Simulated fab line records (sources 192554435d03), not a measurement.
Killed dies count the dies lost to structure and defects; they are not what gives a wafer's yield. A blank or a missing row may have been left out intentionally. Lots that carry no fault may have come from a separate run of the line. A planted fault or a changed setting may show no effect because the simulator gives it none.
Which tool was responsible? / flow n5 finfet / 14 lots, 36 wafers sampled, at 5 steps of a route of 1938

## WHAT THE GAUGES READ, wafer by wafer
N5_SDB_INSPECT_36: inspects for defects (darkfield).
lot=L859; measured=day 4 02:08; on=defect inspect-01; raw defect count=22 39 31
lot=L860; measured=day 4 13:53; on=defect inspect-02; raw defect count=27 22 52
lot=L862; measured=day 4 22:06; on=defect inspect-01; raw defect count=48 56 44
lot=L863; measured=day 5 05:31; on=defect inspect-02; raw defect count=16 22
lot=L864; measured=day 5 11:25; on=defect inspect-01; raw defect count=11 38
lot=L865; measured=day 5 21:17; on=defect inspect-02; raw defect count=19 37 30
lot=L866; measured=day 5 22:16; on=defect inspect-02; raw defect count=23 34
lot=L867; measured=day 6 05:31; on=defect inspect-02; raw defect count=32 28 30
lot=L868; measured=day 6 09:51; on=defect inspect-01; raw defect count=54 34 43
lot=L870; measured=day 6 20:53; on=defect inspect-01; raw defect count=31 43 24
lot=L871; measured=day 7 06:30; on=defect inspect-02; raw defect count=34 35 37
lot=L872; measured=day 7 08:22; on=defect inspect-02; raw defect count=34 35
lot=L875; measured=day 8 07:25; on=defect inspect-02; raw defect count=31 32
lot=L876; measured=day 8 12:04; on=defect inspect-01; raw defect count=31 16

N5_HKMG_FIN_CD_MEAS_49: the cd target is 202 nm.
lot=L859; measured=day 4 03:46; on=cd sem-02; cd nm (nm)=202.4 201.9 201.4
lot=L860; measured=day 4 15:51; on=cd sem-03; cd nm (nm)=202.0 202.6 202.3
lot=L862; measured=day 5 00:34; on=cd sem-03; cd nm (nm)=201.6 201.7 202.3
lot=L863; measured=day 5 07:04; on=cd sem-03; cd nm (nm)=202.3 201.9
lot=L864; measured=day 5 13:20; on=cd sem-01; cd nm (nm)=202.7 201.7
lot=L865; measured=day 5 23:04; on=cd sem-02; cd nm (nm)=201.0 202.3 201.8
lot=L866; measured=day 5 23:48; on=cd sem-03; cd nm (nm)=201.9 201.8
lot=L867; measured=day 6 07:16; on=cd sem-01; cd nm (nm)=202.8 201.5 202.0
lot=L868; measured=day 6 11:38; on=cd sem-02; cd nm (nm)=202.3 203.1 202.1
lot=L870; measured=day 6 22:18; on=cd sem-02; cd nm (nm)=201.8 200.6 202.0
lot=L871; measured=day 7 08:07; on=cd sem-01; cd nm (nm)=201.1 202.0 200.6
lot=L872; measured=day 7 09:56; on=cd sem-01; cd nm (nm)=201.6 200.7
lot=L875; measured=day 8 08:53; on=cd sem-03; cd nm (nm)=202.3 187.7
lot=L876; measured=day 8 13:45; on=cd sem-01; cd nm (nm)=187.3 202.6

## TOOL THAT RAN EACH LOT (tool first, then ch and the chambers of the sampled wafers, then the start)
lot=L859; N5_HKMG_FIN_HK_ALD_01=ald hk-03 ch 1,3, day 4 02:44; N5_HKMG_FIN_ALD_74=ald hk-02 ch 0,1,2, day 4 03:20; N5_HKMG_FIN_PEB_47=litho track-02 ch 0, day 4 03:41
lot=L860; N5_HKMG_FIN_HK_ALD_01=ald hk-03 ch 0,1,3, day 4 14:37; N5_HKMG_FIN_ALD_74=ald hk-02 ch 0,1,3, day 4 15:19; N5_HKMG_FIN_PEB_47=litho track-02 ch 0, day 4 15:47
lot=L862; N5_HKMG_FIN_HK_ALD_01=ald hk-02 ch 0,2,3, day 4 22:57; N5_HKMG_FIN_ALD_74=ald hk-01 ch 1,2,3, day 5 00:10; N5_HKMG_FIN_PEB_47=litho track-04 ch 0, day 5 00:31
lot=L863; N5_HKMG_FIN_HK_ALD_01=ald hk-02 ch 1,2, day 5 06:05; N5_HKMG_FIN_ALD_74=ald hk-01 ch 1,2, day 5 06:40; N5_HKMG_FIN_PEB_47=litho track-04 ch 0, day 5 07:01
lot=L864; N5_HKMG_FIN_HK_ALD_01=ald hk-03 ch 0,3, day 5 12:05; N5_HKMG_FIN_ALD_74=ald hk-02 ch 1, day 5 12:47; N5_HKMG_FIN_PEB_47=litho track-02 ch 0, day 5 13:16
lot=L865; N5_HKMG_FIN_HK_ALD_01=ald hk-03 ch 0,1,3, day 5 22:05; N5_HKMG_FIN_ALD_74=ald hk-02 ch 0,3, day 5 22:31; N5_HKMG_FIN_PEB_47=litho track-03 ch 0, day 5 23:00
lot=L866; N5_HKMG_FIN_HK_ALD_01=ald hk-01 ch 0,1, day 5 22:51; N5_HKMG_FIN_ALD_74=ald hk-03 ch 0,3, day 5 23:15; N5_HKMG_FIN_PEB_47=litho track-03 ch 0, day 5 23:44
lot=L867; N5_HKMG_FIN_HK_ALD_01=ald hk-03 ch 2,3, day 6 06:07; N5_HKMG_FIN_ALD_74=ald hk-02 ch 1,2, day 6 06:43; N5_HKMG_FIN_PEB_47=litho track-02 ch 0, day 6 07:12
lot=L868; N5_HKMG_FIN_HK_ALD_01=ald hk-01 ch 0,1,2, day 6 10:29; N5_HKMG_FIN_ALD_74=ald hk-03 ch 1,2, day 6 11:05; N5_HKMG_FIN_PEB_47=litho track-04 ch 0, day 6 11:34
lot=L870; N5_HKMG_FIN_HK_ALD_01=ald hk-02 ch 0,2, day 6 21:28; N5_HKMG_FIN_ALD_74=ald hk-01 ch 1,2,3, day 6 21:53; N5_HKMG_FIN_PEB_47=litho track-04 ch 0, day 6 22:14
lot=L871; N5_HKMG_FIN_HK_ALD_01=ald hk-02 ch 1,2,3, day 7 07:05; N5_HKMG_FIN_ALD_74=ald hk-01 ch 1,3, day 7 07:33; N5_HKMG_FIN_PEB_47=litho track-04 ch 0, day 7 08:03
lot=L872; N5_HKMG_FIN_HK_ALD_01=ald hk-02 ch 0,3, day 7 08:58; N5_HKMG_FIN_ALD_74=ald hk-01 ch 2,3, day 7 09:22; N5_HKMG_FIN_PEB_47=litho track-03 ch 0, day 7 09:52
lot=L875; N5_HKMG_FIN_HK_ALD_01=ald hk-01 ch 0,2, day 8 08:01; N5_HKMG_FIN_ALD_74=ald hk-02 ch 0, day 8 08:28; N5_HKMG_FIN_PEB_47=litho track-04 ch 0, day 8 08:49
lot=L876; N5_HKMG_FIN_HK_ALD_01=ald hk-02 ch 0,2, day 8 12:39; N5_HKMG_FIN_ALD_74=ald hk-03 ch 2,3, day 8 13:03; N5_HKMG_FIN_PEB_47=litho track-04 ch 0, day 8 13:41
- N5_HKMG_FIN_HK_ALD_01: deposits HfO2, target thk 1.6 nm, pulse time 3 s, purge time 3 s.
- N5_HKMG_FIN_ALD_74: deposits La2O3, target thk 0.5 nm, pulse time 6 s, co reactant pulse time 1 s.
- N5_HKMG_FIN_PEB_47: peb time 60 s.

## WHAT THE TOOLS THEMSELVES READ (means of the sampled wafers that have a number; where no wafer has one, the mark that the record gives instead)
N5_HKMG_FIN_HK_ALD_01.
lot=L859; tool=ald hk-03; precursor pulse height rel=0.998
lot=L860; tool=ald hk-03; precursor pulse height rel=1.011
lot=L862; tool=ald hk-02; precursor pulse height rel=1.013
lot=L863; tool=ald hk-02; precursor pulse height rel=1.015
lot=L864; tool=ald hk-03; precursor pulse height rel=0.976
lot=L865; tool=ald hk-03; precursor pulse height rel=1.001
lot=L866; tool=ald hk-01; precursor pulse height rel=0.988
lot=L867; tool=ald hk-03; precursor pulse height rel=1.014
lot=L868; tool=ald hk-01; precursor pulse height rel=0.993
lot=L870; tool=ald hk-02; precursor pulse height rel=0.998
lot=L871; tool=ald hk-02; precursor pulse height rel=0.985
lot=L872; tool=ald hk-02; precursor pulse height rel=1.028
lot=L875; tool=ald hk-01; precursor pulse height rel=0.997
lot=L876; tool=ald hk-02; precursor pulse height rel=0.998

N5_HKMG_FIN_ALD_74.
lot=L859; tool=ald hk-02; heater power w (W)=329; precursor pulse height rel=1.020
lot=L860; tool=ald hk-02; heater power w (W)=326; precursor pulse height rel=1.016
lot=L862; tool=ald hk-01; heater power w (W)=365; precursor pulse height rel=1.008
lot=L863; tool=ald hk-01; heater power w (W)=358; precursor pulse height rel=1.024
lot=L864; tool=ald hk-02; heater power w (W)=298; precursor pulse height rel=1.003
lot=L865; tool=ald hk-02; heater power w (W)=351; precursor pulse height rel=0.991
lot=L866; tool=ald hk-03; heater power w (W)=314; precursor pulse height rel=0.999
lot=L867; tool=ald hk-02; heater power w (W)=304; precursor pulse height rel=0.996
lot=L868; tool=ald hk-03; heater power w (W)=327; precursor pulse height rel=0.991
lot=L870; tool=ald hk-01; heater power w (W)=368; precursor pulse height rel=1.002
lot=L871; tool=ald hk-01; heater power w (W)=366; precursor pulse height rel=0.983
lot=L872; tool=ald hk-01; heater power w (W)=353; precursor pulse height rel=0.990
lot=L875; tool=ald hk-02; heater power w (W)=379; precursor pulse height rel=0.982
lot=L876; tool=ald hk-03; heater power w (W)=329; precursor pulse height rel=0.992

N5_HKMG_FIN_PEB_47.
lot=L859; tool=litho track-02; chill plate temp C (C)=22.81; resist line temp C (C)=23.05
lot=L860; tool=litho track-02; chill plate temp C (C)=22.91; resist line temp C (C)=22.97
lot=L862; tool=litho track-04; chill plate temp C (C)=22.91; resist line temp C (C)=23.09
lot=L863; tool=litho track-04; chill plate temp C (C)=23.09; resist line temp C (C)=22.98
lot=L864; tool=litho track-02; chill plate temp C (C)=22.92; resist line temp C (C)=22.94
lot=L865; tool=litho track-03; chill plate temp C (C)=22.94; resist line temp C (C)=23.06
lot=L866; tool=litho track-03; chill plate temp C (C)=23.02; resist line temp C (C)=23.12
lot=L867; tool=litho track-02; chill plate temp C (C)=23.11; resist line temp C (C)=23.01
lot=L868; tool=litho track-04; chill plate temp C (C)=23.06; resist line temp C (C)=22.89
lot=L870; tool=litho track-04; chill plate temp C (C)=23.10; resist line temp C (C)=23.12
lot=L871; tool=litho track-04; chill plate temp C (C)=23.00; resist line temp C (C)=22.99
lot=L872; tool=litho track-03; chill plate temp C (C)=23.00; resist line temp C (C)=23.09
lot=L875; tool=litho track-04; chill plate temp C (C)=22.97; resist line temp C (C)=22.83
lot=L876; tool=litho track-04; chill plate temp C (C)=23.01; resist line temp C (C)=23.05

## THE ANSWER, worked out from the rows above alone
Rule: the usual values come from the lots themselves. Put in order of their means at a reading, lots are off if they are a third of the lots or fewer, leave a main group of 4 or more, and stand apart from it by a gap of 3 or more times the standard deviation of the main group's means; of several such gaps the widest counts. Not used: any main group whose means are identical at the precision the tables above print for the reading. Also off: a lot with no number at a reading for which 4 or more lots have one. All remaining lots with rows at the step are treated as sound. The gauges are gone through in route order, then the tools' own readings, and for those a lot's mean is taken as printed above. The first step at which some lot is off is used, and at that step the reading that is off furthest; a lot without a number counts as furthest.
Off: L875, L876, at N5_HKMG_FIN_CD_MEAS_49 (cd nm). The main group has a mean of 201.9 nm with a standard deviation of 0.4.
If a tool, at a process step before that reading, ran all the lots that are off and no sound lot after the first of them, it fits. The gauges at N5_HKMG_FIN_CD_MEAS_49 are tried like those tools. One fits: litho track-04 at N5_HKMG_FIN_PEB_47. Its last sound lot is L871 (day 7 08:03), its first lot that is off L875 (day 8 08:49): a fault that began between those two fits.

## WHAT THE SIMULATOR HAD PUT IN
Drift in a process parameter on litho track-04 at N5_HKMG_FIN_PEB_47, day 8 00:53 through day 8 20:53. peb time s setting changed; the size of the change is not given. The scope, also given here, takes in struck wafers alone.
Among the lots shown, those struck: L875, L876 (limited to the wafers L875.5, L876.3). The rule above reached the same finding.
